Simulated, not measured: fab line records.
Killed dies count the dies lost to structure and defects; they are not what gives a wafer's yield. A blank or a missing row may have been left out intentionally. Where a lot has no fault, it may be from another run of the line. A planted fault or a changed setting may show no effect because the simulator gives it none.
Matching of chambers + flow n5 finfet + N5_BEOL_M2_PRE_CLEAN_60 on cvd co-01 has 3 sister chambers
The step time 15 s. 48 wafers are shown with their chamber, then 12 later ones without.

WAFERS, EACH WITH ITS CHAMBER
| wafer  | chamber | heater power w (W) |
|--------|---------|--------------------|
| L076.1 | 0       | 70                 |
| L076.4 | 0       | 68                 |
| L076.6 | 2       | 111                |
| L075.2 | 0       | 69                 |
| L075.5 | 2       | 113                |
| L075.6 | 1       | 76                 |
| L077.2 | 2       | 107                |
| L077.3 | 1       | 76                 |
| L077.4 | 2       | 112                |
| L079.1 | 1       | 75                 |
| L079.4 | 0       | 68                 |
| L079.6 | 2       | 111                |
| L080.1 | 0       | 69                 |
| L080.2 | 2       | 109                |
| L080.3 | 1       | 76                 |
| L082.2 | 2       | 110                |
| L082.3 | 1       | 76                 |
| L082.6 | 2       | 109                |
| L083.1 | 2       | 113                |
| L083.2 | 1       | 76                 |
| L083.3 | 0       | 69                 |
| L083.4 | 1       | 74                 |
| L083.5 | 2       | 112                |
| L083.6 | 0       | 70                 |
| L084.1 | 0       | 69                 |
| L084.2 | 2       | 110                |
| L084.5 | 1       | 75                 |
| L086.2 | 1       | 76                 |
| L086.4 | 1       | 77                 |
| L086.6 | 2       | 112                |
| L088.1 | 1       | 78                 |
| L088.2 | 0       | 70                 |
| L088.3 | 2       | 113                |
| L088.4 | 2       | 112                |
| L088.5 | 1       | 76                 |
| L088.6 | 0       | 68                 |
| L091.3 | 2       | 112                |
| L091.4 | 0       | 70                 |
| L091.6 | 1       | 74                 |
| L090.2 | 2       | 108                |
| L090.3 | 0       | 70                 |
| L090.5 | 1       | 74                 |
| L092.2 | 2       | 114                |
| L092.4 | 0       | 69                 |
| L092.6 | 2       | 113                |
| L094.1 | 0       | 71                 |
| L094.2 | 1       | 74                 |
| L094.3 | 2       | 114                |

SIGNATURES, as means of the wafers listed above
| reading        | chamber 0 | chamber 1 | chamber 2 | scatter within a chamber |
|----------------|-----------|-----------|-----------|--------------------------|
| heater power w | 69.29     | 75.53     | 111.32    | 1.51                     |
Rule: for each reading, subtract the chamber's mean from the wafer's reading, divide by that reading's scatter and square the result; add these up over the readings and take the root, which gives the wafer's distance from the chamber. The wafer belongs to the nearest chamber; if the next one is less than 2 further off, it can't be placed. The scatter: take each reading less its chamber's mean, square it, sum over the shown wafers, divide by the number of wafers less the number of chambers, and take the root.

WAFERS WITH NO CHAMBER GIVEN
| wafer  | heater power w (W) |
|--------|--------------------|
| L096.1 | 70                 |
| L096.2 | 74                 |
| L096.3 | 112                |
| L096.4 | 76                 |
| L096.5 | 114                |
| L096.6 | 68                 |
| L097.1 | 114                |
| L097.2 | 74                 |
| L097.3 | 71                 |
| L097.4 | 114                |
| L097.5 | 76                 |
| L097.6 | 68                 |

CHAMBER TAKEN BY EACH
| wafer  | from the rows above     | in truth |
|--------|-------------------------|----------|
| L096.1 | 0                       | 0        |
| L096.2 | 1                       | 1        |
| L096.3 | 2                       | 2        |
| L096.4 | 1                       | 1        |
| L096.5 | 2                       | 2        |
| L096.6 | 0                       | 0        |
| L097.1 | 2                       | 2        |
| L097.2 | 1                       | 1        |
| L097.3 | can't be placed: 0 or 1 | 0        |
| L097.4 | 2                       | 2        |
| L097.5 | 1                       | 1        |
| L097.6 | 0                       | 0        |
Placed correctly: 11 of 12. Can't be placed from these rows: 1 (the true chamber is among the candidates in 1). Number placed wrongly: 0.
